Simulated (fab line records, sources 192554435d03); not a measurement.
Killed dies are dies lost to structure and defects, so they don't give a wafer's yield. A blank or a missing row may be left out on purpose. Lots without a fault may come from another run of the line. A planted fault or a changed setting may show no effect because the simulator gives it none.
Which tool did it? | flow n5_finfet | 9 lots, 27 wafers sampled, at 8 steps of a route of 1938

WHAT THE GAUGES READ, wafer by wafer
N5_BEOL_M4_INSPECT_59: inspects for defects (darkfield). Usual: raw_defect_count 73, standard deviation 23.
lot  | measured     | on                | raw_defect_count | flag
L170 | day 8 00:47  | defect_inspect-01 | 57 76 92         |
L171 | day 8 03:30  | defect_inspect-01 | 77 66 71         |
L174 | day 9 05:11  | defect_inspect-02 | 142 76 127       |
L175 | day 9 09:56  | defect_inspect-01 | 84 93 131        |
L178 | day 10 08:33 | defect_inspect-01 | 69 66 89         |
L179 | day 10 11:41 | defect_inspect-02 | 66 71 58         |
L180 | day 10 15:52 | defect_inspect-02 | 43 75 62         |
L185 | day 12 03:50 | defect_inspect-02 | 494 46 77        | OFF
L187 | day 12 19:13 | defect_inspect-02 | 66 509 54        | OFF

N5_BEOL_M4_RC_MEAS_101. Usual: DIBL_N 36.4 mV/V, standard deviation 1.6; DIBL_P 35.9 mV/V, standard deviation 2; IOFF_N 0.152 nA/um, standard deviation 0.03; IOFF_P 0.20 nA/um, standard deviation 0.032; ION_N 670 uA/um, standard deviation 12; ION_P 459 uA/um, standard deviation 7.3; SS_N 71.6 mV/dec, standard deviation 0.55; SS_P 73.2 mV/dec, standard deviation 0.69; VT_N 251 mV, standard deviation 3.5; VT_P -252 mV, standard deviation 3.2.
lot  | measured     | on        | DIBL_N (mV/V)  | DIBL_P (mV/V)  | IOFF_N (nA/um)    | IOFF_P (nA/um) | ION_N (uA/um) | ION_P (uA/um) | SS_N (mV/dec)  | SS_P (mV/dec)  | VT_N (mV)   | VT_P (mV)      | flag
L170 | day 8 00:49  | prober-01 | 35.4 36.6 37.7 | 34.2 36.3 38.0 | 0.131 0.148 0.168 | 0.21 0.23 0.26 | 669 671 678   | 466 463 474   | 70.9 70.6 71.4 | 72.6 73.3 73.8 | 251 251 248 | -247 -247 -246 |
L171 | day 8 03:50  | prober-01 | 36.7 36.5 37.9 | 33.8 35.5 37.1 | 0.139 0.153 0.177 | 0.18 0.22 0.24 | 656 675 671   | 449 461 466   | 71.5 70.7 71.4 | 72.7 72.4 73.3 | 254 249 248 | -253 -250 -248 |
L174 | day 9 05:32  | prober-01 | 37.2 35.7 34.9 | 37.4 35.0 35.2 | 0.177 0.148 0.142 | 0.22 0.19 0.18 | 688 679 678   | 468 459 460   | 72.4 71.9 71.8 | 73.6 72.8 72.6 | 247 251 251 | -248 -252 -250 |
L175 | day 9 10:07  | prober-01 | 35.9 37.1 36.8 | 36.7 38.8 38.9 | 0.156 0.180 0.170 | 0.19 0.23 0.22 | 681 682 681   | 459 464 464   | 71.3 71.5 71.7 | 72.8 74.0 73.8 | 250 247 249 | -255 -248 -250 |
L178 | day 10 08:34 | prober-02 | 36.9 36.9 36.3 | 34.1 34.5 34.2 | 0.151 0.152 0.139 | 0.18 0.19 0.19 | 681 680 669   | 453 468 464   | 72.2 71.7 71.5 | 73.2 73.0 73.0 | 251 251 251 | -255 -255 -251 |
L179 | day 10 12:04 | prober-01 | 39.0 39.8 35.8 | 39.5 41.5 36.2 | 0.203 0.230 0.138 | 0.21 0.25 0.17 | 686 691 666   | 461 470 453   | 72.2 72.4 71.7 | 73.6 74.4 73.2 | 248 246 253 | -253 -251 -256 |
L180 | day 10 16:03 | prober-01 | 38.4 35.7 38.5 | 38.2 35.4 37.9 | 0.192 0.151 0.189 | 0.23 0.20 0.23 | 686 686 682   | 466 472 467   | 72.0 72.2 72.3 | 73.5 73.9 73.2 | 248 253 249 | -249 -250 -250 |
L185 | day 12 04:01 | prober-02 | 36.4 35.1 34.6 | 33.2 32.5 32.4 | 0.152 0.121 0.122 | 0.16 0.15 0.15 | 665 662 655   | 445 451 445   | 71.5 71.3 70.8 | 72.6 71.9 72.6 | 252 255 255 | -254 -254 -255 |
L187 | day 12 19:14 | prober-01 | 35.1 36.5 36.9 | 34.8 37.0 36.8 | 0.137 0.164 0.167 | 0.18 0.22 0.22 | 665 690 677   | 457 466 467   | 71.3 71.9 72.7 | 72.7 71.8 73.3 | 253 248 251 | -251 -249 -251 |

N5_BEOL_M5_INSPECT_13: inspects for defects (brightfield). Usual: raw_defect_count 443, standard deviation 110.
lot  | measured     | on                | raw_defect_count | flag
L170 | day 8 03:52  | defect_inspect-01 | 666 510 565      |
L171 | day 8 06:17  | defect_inspect-01 | 557 382 364      |
L174 | day 9 09:59  | defect_inspect-01 | 488 425 585      |
L175 | day 9 12:05  | defect_inspect-01 | 377 405 484      |
L178 | day 10 10:52 | defect_inspect-01 | 303 378 323      |
L179 | day 10 14:25 | defect_inspect-01 | 515 625 501      |
L180 | day 10 20:19 | defect_inspect-01 | 374 442 423      |
L185 | day 12 07:52 | defect_inspect-02 | 1129 442 673     |
L187 | day 12 22:04 | defect_inspect-01 | 550 1084 527     |

N5_BEOL_M5_INSPECT_30: inspects for defects (brightfield). Usual: raw_defect_count 437, standard deviation 100.
lot  | measured     | on                | raw_defect_count | flag
L170 | day 8 08:34  | defect_inspect-01 | 688 527 504      |
L171 | day 8 08:14  | defect_inspect-01 | 567 376 396      |
L174 | day 9 11:02  | defect_inspect-02 | 437 363 491      |
L175 | day 9 15:01  | defect_inspect-02 | 325 346 416      |
L178 | day 10 12:54 | defect_inspect-01 | 302 386 335      |
L179 | day 10 15:39 | defect_inspect-02 | 457 551 478      |
L180 | day 10 22:38 | defect_inspect-02 | 368 400 333      |
L185 | day 12 09:11 | defect_inspect-02 | 1083 454 658     |
L187 | day 12 23:57 | defect_inspect-02 | 483 999 471      |

WHICH TOOL RAN EACH LOT (tool, then ch and the chambers of the sampled wafers, then the start)
lot  | N5_BEOL_M4_ANNEAL_82         | N5_BEOL_M4_SPUTTER_94        | N5_BEOL_M4_PRE_CLEAN_60          | N5_BEOL_M5_CURE_79
L170 | pvd_sputter-02, day 7 22:28  | pvd_sputter-02, day 7 23:29  | cvd_co-02 ch 0,1,2, day 8 00:32  | uv_cure-02 ch 1, day 8 01:50
L171 | pvd_sputter-01, day 8 01:11  | pvd_sputter-01, day 8 02:13  | cvd_co-02 ch 0,1,2, day 8 03:15  | uv_cure-03 ch 1, day 8 04:43
L174 | pvd_sputter-02, day 9 01:40  | pvd_sputter-02, day 9 02:41  | cvd_co-02 ch 0,1,2, day 9 04:56  | uv_cure-03 ch 2, day 9 07:16
L175 | pvd_sputter-03, day 9 07:27  | pvd_sputter-03, day 9 08:28  | cvd_co-01 ch 0,1,2, day 9 09:41  | uv_cure-02 ch 2, day 9 11:04
L178 | pvd_sputter-03, day 10 06:06 | pvd_sputter-03, day 10 07:07 | cvd_co-02 ch 1,2, day 10 08:18   | uv_cure-01 ch 2, day 10 09:36
L179 | pvd_sputter-03, day 10 09:22 | pvd_sputter-03, day 10 10:23 | cvd_co-01 ch 0,2, day 10 11:26   | uv_cure-01 ch 1, day 10 12:57
L180 | pvd_sputter-01, day 10 13:33 | pvd_sputter-01, day 10 14:34 | cvd_co-01 ch 0,1,2, day 10 15:37 | uv_cure-03 ch 2, day 10 16:59
L185 | pvd_sputter-01, day 12 01:29 | pvd_sputter-01, day 12 02:30 | cvd_co-02 ch 0,1, day 12 03:35   | uv_cure-01 ch 2, day 12 06:25
L187 | pvd_sputter-01, day 12 16:53 | pvd_sputter-01, day 12 17:54 | cvd_co-02 ch 0,1,2, day 12 18:56 | uv_cure-02 ch 1, day 12 20:16
- N5_BEOL_M4_ANNEAL_82: time 240 s.
- N5_BEOL_M4_SPUTTER_94: material Cu, target thk 4.5 nm, time 8.29 s.
- N5_BEOL_M4_PRE_CLEAN_60: time 15 s.
- N5_BEOL_M5_CURE_79: cures SiCOH lowk, time 240 s.

WHAT THE TOOLS THEMSELVES READ (means of the sampled wafers that have a number; where no wafer has one, the mark that the record gives instead)
N5_BEOL_M4_ANNEAL_82. Usual: heater_power_w 845 W, standard deviation 80.
lot  | tool           | heater_power_w (W) | flag
L170 | pvd_sputter-02 | 877                |
L171 | pvd_sputter-01 | 825                |
L174 | pvd_sputter-02 | 851                |
L175 | pvd_sputter-03 | 847                |
L178 | pvd_sputter-03 | 869                |
L179 | pvd_sputter-03 | 852                |
L180 | pvd_sputter-01 | 740                |
L185 | pvd_sputter-01 | 833                |
L187 | pvd_sputter-01 | 825                |

N5_BEOL_M4_SPUTTER_94. Usual: chamber_pressure_pa 0.07 Pa, standard deviation 0.00015; throttle_valve_pct 29.9 %, standard deviation 1.
lot  | tool           | chamber_pressure_pa (Pa) | throttle_valve_pct (%) | flag
L170 | pvd_sputter-02 | 0.07                     | 31.7                   |
L171 | pvd_sputter-01 | 0.07                     | 29.4                   |
L174 | pvd_sputter-02 | 0.07                     | 29.5                   |
L175 | pvd_sputter-03 | 0.07                     | 30.0                   |
L178 | pvd_sputter-03 | 0.07                     | 29.4                   |
L179 | pvd_sputter-03 | 0.07                     | 30.7                   |
L180 | pvd_sputter-01 | 0.07                     | 29.3                   |
L185 | pvd_sputter-01 | 0.07                     | 29.3                   |
L187 | pvd_sputter-01 | 0.07                     | 29.5                   |

N5_BEOL_M4_PRE_CLEAN_60. Usual: heater_power_outer_w 27 W, standard deviation 11; heater_power_w 102 W, standard deviation 17.
lot  | tool      | heater_power_outer_w (W) | heater_power_w (W) | flag
L170 | cvd_co-02 | 35                       | 108                |
L171 | cvd_co-02 | 35                       | 108                |
L174 | cvd_co-02 | 34                       | 109                |
L175 | cvd_co-01 | 18                       | 93                 |
L178 | cvd_co-02 | 29                       | 96                 |
L179 | cvd_co-01 | 18                       | 93                 |
L180 | cvd_co-01 | 18                       | 93                 |
L185 | cvd_co-02 | 39                       | 123                |
L187 | cvd_co-02 | 35                       | 108                |

N5_BEOL_M5_CURE_79. Usual: lamp_power_pct 52.32 %, standard deviation 0.051; wafer_temp_C_max 386.7, standard deviation 0.42.
lot  | tool       | lamp_power_pct (%) | wafer_temp_C_max | flag
L170 | uv_cure-02 | 52.31              | 387.5            |
L171 | uv_cure-03 | 52.39              | 385.9            |
L174 | uv_cure-03 | 52.37              | 386.8            |
L175 | uv_cure-02 | 52.33              | 387.2            |
L178 | uv_cure-01 | 52.37              | 386.6            |
L179 | uv_cure-01 | 52.31              | 386.8            |
L180 | uv_cure-03 | 52.31              | 387.0            |
L185 | uv_cure-01 | 52.30              | 386.8            |
L187 | uv_cure-02 | 52.32              | 387.3            |

THE ANSWER, worked out from the rows above alone
Rule: a lot is off if the mean of its wafers that have a number lies more than 3 standard deviations from the usual mean. A lot without any number at a reading at which 4 lots or more have one is off too. The other lots that the step has rows for count as sound. The gauges are gone through in route order, then the tools' own readings, and for those a lot's mean is taken as printed above. The first step at which some lot is off is used, and at that step the reading that is off furthest; a lot without a number counts as furthest.
Off: L185, L187, at N5_BEOL_M4_INSPECT_59 (raw_defect_count).
A tool fits if, at a process step before that reading, it ran every lot that is off, and no sound lot after the first of them. The gauges at N5_BEOL_M4_INSPECT_59 are tried like those tools. Can't be told from this: 3 tools fit, pvd_sputter-01 at N5_BEOL_M4_ANNEAL_82 and N5_BEOL_M4_SPUTTER_94, cvd_co-02 at N5_BEOL_M4_PRE_CLEAN_60, defect_inspect-02 at N5_BEOL_M4_INSPECT_59.

WHAT THE SIMULATOR HAD PUT IN
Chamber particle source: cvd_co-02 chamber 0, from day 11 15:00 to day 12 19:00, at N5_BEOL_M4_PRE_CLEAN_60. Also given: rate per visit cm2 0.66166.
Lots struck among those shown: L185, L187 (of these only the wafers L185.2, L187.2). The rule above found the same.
